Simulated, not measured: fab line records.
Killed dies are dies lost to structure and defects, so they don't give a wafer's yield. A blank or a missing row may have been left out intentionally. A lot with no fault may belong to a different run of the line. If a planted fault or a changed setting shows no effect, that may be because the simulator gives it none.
Which tool was responsible? -- flow nand-harc -- 72 wafers from 24 lots sampled at 6 of the route's 1159 steps

== WHAT THE GAUGES SHOWED, per wafer ==
NHARC_P_M2_THK_MEAS_24: measures by xrf. Usual: thk-nm at 143.9 nm, with a standard deviation of 1.5.
lot,measured,on,thk-nm (nm),flag
L074,day 6 10:04,film-metro-01,144.0 144.7 142.2,
L076,day 6 12:44,film-metro-01,144.9 142.9 144.7,
L075,day 6 17:26,film-metro-02,143.3 144.4 142.6,
L078,day 7 06:43,film-metro-01,145.5 145.9 144.2,
L077,day 7 08:43,film-metro-02,142.9 144.8 149.8,
L079,day 7 16:35,film-metro-02,143.1 143.1 141.8,
L080,day 7 17:22,film-metro-01,142.6 143.2 143.0,
L081,day 8 02:47,film-metro-01,144.5 144.7 145.2,
L082,day 8 04:01,film-metro-02,144.8 145.2 145.3,
L084,day 8 16:47,film-metro-01,142.2 145.3 142.0,
L083,day 8 17:26,film-metro-02,145.7 142.0 141.7,
L085,day 9 00:00,film-metro-02,143.7 143.3 141.5,
L086,day 9 11:58,film-metro-02,145.0 143.1 145.1,
L087,day 9 12:49,film-metro-02,146.4 144.9 145.3,
L088,day 10 06:34,film-metro-01,143.1 142.7 143.9,
L089,day 10 06:55,film-metro-02,144.7 144.1 144.1,
L090,day 10 08:50,film-metro-02,145.7 145.9 142.6,
L091,day 10 15:19,film-metro-02,145.5 146.5 142.6,
L092,day 10 22:01,film-metro-02,142.8 144.2 140.0,
L093,day 11 06:52,film-metro-02,145.1 141.8 143.3,
L094,day 11 07:34,film-metro-01,145.0 142.7 144.2,
L095,day 11 13:26,film-metro-01,144.5 141.3 144.5,
L096,day 11 17:57,film-metro-01,142.8 143.5 144.8,
L097,day 11 17:19,film-metro-02,146.3 146.0 145.3,

NHARC_P_BONDPAD_CD_MEAS_13. Usual: cd-nm at 500.3 nm, with a standard deviation of 1.8.
lot,measured,on,cd-nm (nm),flag
L074,day 6 12:34,cd-sem-03,497.5 498.4 497.5,
L076,day 6 15:10,cd-sem-02,501.0 500.1 501.5,
L075,day 6 19:56,cd-sem-01,499.7 499.9 500.9,
L078,day 7 09:05,cd-sem-02,500.5 498.5 500.1,
L077,day 7 11:45,cd-sem-03,503.4 500.3 500.3,
L079,day 7 19:05,cd-sem-01,500.0 498.3 500.0,
L080,day 7 19:50,cd-sem-03,498.4 496.0 502.6,
L081,day 8 05:14,cd-sem-02,503.4 500.9 503.0,
L082,day 8 06:29,cd-sem-01,499.4 502.9 502.3,
L084,day 8 19:15,cd-sem-02,501.0 501.4 500.2,
L083,day 8 19:55,cd-sem-01,499.8 499.1 501.3,
L085,day 9 02:33,cd-sem-03,500.3 501.1 499.6,
L086,day 9 14:28,cd-sem-03,500.9 502.3 501.1,
L087,day 9 15:10,cd-sem-02,498.2 500.1 499.3,
L088,day 10 09:01,cd-sem-02,498.8 498.0 498.1,
L089,day 10 09:40,cd-sem-02,499.8 499.8 500.2,
L090,day 10 11:18,cd-sem-01,500.1 498.7 501.4,
L091,day 10 17:58,cd-sem-02,498.4 498.6 499.9,
L092,day 11 00:32,cd-sem-02,500.7 500.1 501.1,
L093,day 11 09:27,cd-sem-01,501.0 502.8 500.0,
L094,day 11 10:14,cd-sem-01,502.1 502.4 500.9,
L095,day 11 15:58,cd-sem-03,500.2 501.2 501.1,
L096,day 11 20:20,cd-sem-01,502.8 501.6 500.6,
L097,day 11 19:50,cd-sem-01,497.6 501.7 502.8,

== TOOL THAT RAN EACH LOT (tool first, then ch and the chambers of the sampled wafers, then the start) ==
lot,NHARC_P_GATE_RTA_80,NHARC_P_CONTACT_CMP_01,NHARC_P_M1_ETCH_15,NHARC_P_M1_ETCH_28
L074,"rtp-anneal-01 ch 0, day 5 15:10","cmp-02 ch 2,3, day 5 16:34","rie-diel-12 ch 1,2, day 6 10:04 or earlier","rie-diel-07 ch 1,2, day 6 10:04 or earlier"
L076,"rtp-anneal-02 ch 0, day 5 18:44","cmp-03 ch 0,1,3, day 5 20:25","rie-diel-06 ch 2,3, day 6 12:44 or earlier","rie-diel-06 ch 0,1,3, day 6 12:44 or earlier"
L075,"rtp-anneal-01 ch 0, day 5 20:12","cmp-03 ch 1,2, day 5 21:43","rie-diel-06 ch 0,2,3, day 6 17:26 or earlier","rie-diel-06 ch 1,2, day 6 17:26 or earlier"
L078,"rtp-anneal-01 ch 0, day 6 12:58","cmp-03 ch 1,2, day 6 14:26","rie-diel-07 ch 0,2,3, day 7 06:43 or earlier","rie-diel-12 ch 0,1,3, day 7 06:43 or earlier"
L077,"rtp-anneal-02 ch 0, day 6 15:31","cmp-02 ch 0,3, day 6 16:58","rie-diel-07 ch 1,2,3, day 7 08:43 or earlier","rie-diel-12 ch 2,3, day 7 08:43 or earlier"
L079,"rtp-anneal-02 ch 0, day 6 18:51","cmp-04 ch 0,3, day 6 20:12","rie-diel-06 ch 0,1,3, day 7 16:35 or earlier","rie-diel-12 ch 1,2,3, day 7 16:35 or earlier"
L080,"rtp-anneal-01 ch 0, day 6 19:37","cmp-03 ch 1,2,3, day 6 21:03","rie-diel-06 ch 0,2,3, day 7 17:22 or earlier","rie-diel-12 ch 0,1, day 7 17:22 or earlier"
L081,"rtp-anneal-01 ch 0, day 7 07:20","cmp-02 ch 0,1, day 7 08:53","rie-diel-07 ch 2,3, day 8 02:47 or earlier","rie-diel-12 ch 0,1,2, day 8 02:47 or earlier"
L082,"rtp-anneal-02 ch 0, day 7 07:49","cmp-02 ch 0,1,2, day 7 09:16","rie-diel-06 ch 1,2,3, day 8 04:01 or earlier","rie-diel-07 ch 0,2,3, day 8 04:01 or earlier"
L084,"rtp-anneal-01 ch 0, day 7 23:29","cmp-04 ch 1,2,3, day 8 00:55","rie-diel-07 ch 0,1,3, day 8 16:47 or earlier","rie-diel-06 ch 1,2,3, day 8 16:47 or earlier"
L083,"rtp-anneal-02 ch 0, day 7 23:59","cmp-02 ch 0,1,3, day 8 01:29","rie-diel-07 ch 0,1,3, day 8 17:26 or earlier","rie-diel-06 ch 1,2,3, day 8 17:26 or earlier"
L085,"rtp-anneal-01 ch 0, day 8 06:28","cmp-04 ch 1,3, day 8 07:53","rie-diel-06 ch 0,1,3, day 9 00:00 or earlier","rie-diel-06 ch 0,2,3, day 9 00:00 or earlier"
L086,"rtp-anneal-02 ch 0, day 8 16:49","cmp-03 ch 1,2,3, day 8 18:12","rie-diel-07 ch 0,2, day 9 11:58 or earlier","rie-diel-07 ch 2,3, day 9 11:58 or earlier"
L087,"rtp-anneal-02 ch 0, day 8 16:59","cmp-02 ch 0,2, day 8 18:29","rie-diel-06 ch 0,2,3, day 9 12:49 or earlier","rie-diel-12 ch 0,1,3, day 9 12:49 or earlier"
L088,"rtp-anneal-01 ch 0, day 9 07:22","cmp-03 ch 2,3, day 9 08:50","rie-diel-07 ch 0,3, day 10 06:34 or earlier","rie-diel-12 ch 0,1,2, day 10 06:34 or earlier"
L089,"rtp-anneal-01 ch 0, day 9 08:07","cmp-03 ch 0,1,2, day 9 09:35","rie-diel-07 ch 0,2, day 10 06:55 or earlier","rie-diel-07 ch 2,3, day 10 06:55 or earlier"
L090,"rtp-anneal-02 ch 0, day 9 13:40","cmp-03 ch 0,1,3, day 9 15:09","rie-diel-07 ch 0,1, day 10 08:50 or earlier","rie-diel-12 ch 0,3, day 10 08:50 or earlier"
L091,"rtp-anneal-01 ch 0, day 9 19:18","cmp-03 ch 0,1,3, day 9 21:10","rie-diel-07 ch 2,3, day 10 15:19 or earlier","rie-diel-12 ch 1,2,3, day 10 15:19 or earlier"
L092,"rtp-anneal-01 ch 0, day 10 04:08","cmp-03 ch 1,2, day 10 05:34","rie-diel-12 ch 1,3, day 10 22:01 or earlier","rie-diel-12 ch 0,2, day 10 22:01 or earlier"
L093,"rtp-anneal-02 ch 0, day 10 08:01","cmp-04 ch 0,2, day 10 09:29","rie-diel-12 ch 0,2,3, day 11 06:52 or earlier","rie-diel-07 ch 2,3, day 11 06:52 or earlier"
L094,"rtp-anneal-02 ch 0, day 10 08:52","cmp-02 ch 2,3, day 10 10:20","rie-diel-12 ch 0,3, day 11 07:34 or earlier","rie-diel-12 ch 0,2, day 11 07:34 or earlier"
L095,"rtp-anneal-01 ch 0, day 10 19:12","cmp-03 ch 2,3, day 10 20:48","rie-diel-07 ch 2,3, day 11 13:26 or earlier","rie-diel-12 ch 0,2,3, day 11 13:26 or earlier"
L096,"rtp-anneal-01 ch 0, day 10 22:41","cmp-04 ch 1,2, day 11 01:05","rie-diel-12 ch 0,1,2, day 11 17:57 or earlier","rie-diel-07 ch 0,1, day 11 17:57 or earlier"
L097,"rtp-anneal-02 ch 0, day 10 23:22","cmp-03 ch 0,1,2, day 11 00:55","rie-diel-12 ch 1,2,3, day 11 17:19 or earlier","rie-diel-06 ch 0,1,3, day 11 17:19 or earlier"
- NHARC_P_GATE_RTA_80: time 30 s.
- NHARC_P_CONTACT_CMP_01: polishes SiO2, target thk 200 nm.
- NHARC_P_M1_ETCH_15: etches the open film in C4F8/Ar, target depth 182.5 nm, time 91.2 s.
- NHARC_P_M1_ETCH_28: etches the open film in CF4/N2, target depth 30 nm, time 72.99 s.

== WHAT THE TOOLS THEMSELVES READ (means of the sampled wafers that have a number; where no wafer has one, the mark that the record gives instead) ==
NHARC_P_GATE_RTA_80. Usual: lamp-power-pct 2.13 %, standard deviation 0.05; lamp_zone_1_pct 2.13 %, standard deviation 0.05; lamp_zone_4_pct 2.13 %, standard deviation 0.05; lamp_zone_5_pct 2.13 %, standard deviation 0.05; wafer_temp_C_max 301.7, standard deviation 0.33.
lot,tool,lamp-power-pct (%),lamp_zone_1_pct (%),lamp_zone_4_pct (%),lamp_zone_5_pct (%),wafer_temp_C_max,flag
L074,rtp-anneal-01,2.08,2.08,2.08,2.08,301.6,
L076,rtp-anneal-02,2.18,2.18,2.18,2.18,301.8,
L075,rtp-anneal-01,2.08,2.08,2.08,2.08,301.7,
L078,rtp-anneal-01,2.08,2.09,2.08,2.08,301.5,
L077,rtp-anneal-02,2.18,2.18,2.18,2.18,301.8,
L079,rtp-anneal-02,2.18,2.18,2.18,2.18,301.6,
L080,rtp-anneal-01,2.09,2.09,2.08,2.08,301.9,
L081,rtp-anneal-01,2.08,2.08,2.08,2.08,302.1,
L082,rtp-anneal-02,2.19,2.19,2.19,2.19,301.7,
L084,rtp-anneal-01,2.09,2.09,2.09,2.09,301.6,
L083,rtp-anneal-02,2.18,2.18,2.18,2.18,301.7,
L085,rtp-anneal-01,2.09,2.09,2.09,2.09,301.9,
L086,rtp-anneal-02,2.18,2.18,2.18,2.18,301.8,
L087,rtp-anneal-02,2.18,2.18,2.18,2.18,302.0,
L088,rtp-anneal-01,2.08,2.08,2.08,2.08,301.7,
L089,rtp-anneal-01,2.08,2.09,2.09,2.09,301.8,
L090,rtp-anneal-02,2.19,2.19,2.18,2.19,301.7,
L091,rtp-anneal-01,2.08,2.08,2.08,2.08,302.1,
L092,rtp-anneal-01,2.08,2.08,2.08,2.08,301.8,
L093,rtp-anneal-02,2.19,2.19,2.19,2.19,301.7,
L094,rtp-anneal-02,2.18,2.18,2.18,2.18,301.7,
L095,rtp-anneal-01,2.08,2.08,2.08,2.08,301.6,
L096,rtp-anneal-01,2.08,2.08,2.08,2.08,301.9,
L097,rtp-anneal-02,2.18,2.18,2.19,2.19,301.6,

NHARC_P_CONTACT_CMP_01. Usual: motor-current-A 11.7 A, standard deviation 1.1; slurry-flow-ml-min 150.0, standard deviation 0.46.
lot,tool,motor-current-A (A),slurry-flow-ml-min,flag
L074,cmp-02,12.1,150.0,
L076,cmp-03,12.3,150.3,
L075,cmp-03,11.7,150.0,
L078,cmp-03,13.0,149.8,
L077,cmp-02,11.7,150.2,
L079,cmp-04,11.7,149.8,
L080,cmp-03,12.1,149.9,
L081,cmp-02,11.1,150.3,
L082,cmp-02,11.1,150.3,
L084,cmp-04,11.5,150.2,
L083,cmp-02,11.8,149.6,
L085,cmp-04,12.0,149.7,
L086,cmp-03,12.4,150.1,
L087,cmp-02,11.4,150.1,
L088,cmp-03,10.8,150.1,
L089,cmp-03,11.9,150.0,
L090,cmp-03,12.4,149.7,
L091,cmp-03,12.6,150.1,
L092,cmp-03,12.8,149.8,
L093,cmp-04,11.4,150.2,
L094,cmp-02,11.9,150.1,
L095,cmp-03,11.1,150.2,
L096,cmp-04,10.5,150.1,
L097,cmp-03,11.7,150.0,

NHARC_P_M1_ETCH_15. Usual: oes-product-au 0.957 a.u., standard deviation 0.018; rf-fwd-power-W 596.0 W, standard deviation 2.1; rf-vpp-V 439.4 V, standard deviation 2.4.
lot,tool,oes-product-au (a.u.),rf-fwd-power-W (W),rf-vpp-V (V),flag
L074,rie-diel-12,0.967,593.8,437.1,
L076,rie-diel-06,0.971,596.6,440.5,
L075,rie-diel-06,0.955,596.9,439.8,
L078,rie-diel-07,0.960,596.1,438.9,
L077,rie-diel-07,0.964,595.0,440.6,
L079,rie-diel-06,0.966,595.6,441.6,
L080,rie-diel-06,0.956,595.0,440.5,
L081,rie-diel-07,0.934,595.1,439.6,
L082,rie-diel-06,0.981,598.1,441.6,
L084,rie-diel-07,0.928,595.8,437.9,
L083,rie-diel-07,0.959,595.4,437.5,
L085,rie-diel-06,0.971,596.9,442.2,
L086,rie-diel-07,0.963,594.7,438.3,
L087,rie-diel-06,0.919,597.2,440.6,
L088,rie-diel-07,0.956,595.7,437.1,
L089,rie-diel-07,0.959,593.7,440.5,
L090,rie-diel-07,0.928,597.0,437.3,
L091,rie-diel-07,0.958,595.1,440.4,
L092,rie-diel-12,0.962,597.7,439.8,
L093,rie-diel-12,0.953,598.3,438.8,
L094,rie-diel-12,0.949,597.4,440.4,
L095,rie-diel-07,0.981,594.6,440.3,
L096,rie-diel-12,0.964,595.5,437.3,
L097,rie-diel-12,0.968,596.2,437.5,

NHARC_P_M1_ETCH_28. Usual: drypump-motor-current-A 5.7 A, standard deviation 0.48; oes-product-au 0.997 a.u., standard deviation 0.0091; rf-fwd-power-W 297.7 W, standard deviation 1.2; rf-vpp-V 313.1 V, standard deviation 1.9; showerhead-plenum-p-Torr 2.56 Torr, standard deviation 0.092; throttle-valve-pct 19.794 %, standard deviation 0.0093.
lot,tool,drypump-motor-current-A (A),oes-product-au (a.u.),rf-fwd-power-W (W),rf-vpp-V (V),showerhead-plenum-p-Torr (Torr),throttle-valve-pct (%),flag
L074,rie-diel-07,6.0,0.997,297.0,314.9,2.67,19.793,
L076,rie-diel-06,6.0,1.003,296.7,315.7,2.67,19.800,
L075,rie-diel-06,5.7,1.001,296.9,314.7,2.67,19.789,
L078,rie-diel-12,5.8,0.992,298.7,312.8,2.55,19.780,
L077,rie-diel-12,5.2,1.000,298.1,312.1,2.51,19.795,
L079,rie-diel-12,5.4,0.992,298.9,312.2,2.52,19.800,
L080,rie-diel-12,6.0,0.995,297.4,312.1,2.50,19.793,
L081,rie-diel-12,5.8,1.008,298.3,312.7,2.49,19.800,
L082,rie-diel-07,5.7,0.994,296.9,313.5,2.57,19.795,
L084,rie-diel-06,5.5,0.999,297.6,314.7,2.65,19.791,
L083,rie-diel-06,5.5,1.006,297.4,315.0,2.65,19.790,
L085,rie-diel-06,5.6,0.992,298.0,313.7,2.61,19.799,
L086,rie-diel-07,5.8,0.983,296.6,315.4,2.65,19.801,
L087,rie-diel-12,5.8,0.987,297.8,312.6,2.54,19.789,
L088,rie-diel-12,5.8,0.996,297.8,311.2,2.49,19.802,
L089,rie-diel-07,5.9,0.991,297.2,312.8,2.57,19.785,
L090,rie-diel-12,5.7,1.001,297.0,313.2,2.57,19.792,
L091,rie-diel-12,5.5,0.996,297.1,312.5,2.52,19.797,
L092,rie-diel-12,5.5,0.998,297.0,311.7,2.49,19.796,
L093,rie-diel-07,5.9,1.003,297.9,312.4,2.57,19.796,
L094,rie-diel-12,5.5,0.997,296.1,311.0,2.49,19.796,
L095,rie-diel-12,5.5,0.995,298.3,313.2,2.54,19.791,
L096,rie-diel-07,5.9,1.003,297.8,312.4,2.48,19.799,
L097,rie-diel-06,6.0,0.995,297.2,314.7,2.67,19.790,

== THE ANSWER, worked out from the rows above alone ==
Rule: take the mean of a lot's wafers that have a number; if it is more than 3 standard deviations from the usual mean, the lot is off. Also off: a lot with no number at a reading for which 4 or more lots have one. All remaining lots with rows at the step are treated as sound. After the gauges, taken in route order, come the tools' own readings; for these a lot's mean is taken, as printed above. At the first step where some lot is off, the reading lying furthest off is the one used; lots without a number count as furthest.
No lot is off at any reading shown: from this, nothing can be told.

== WHAT THE SIMULATOR PUT IN ==
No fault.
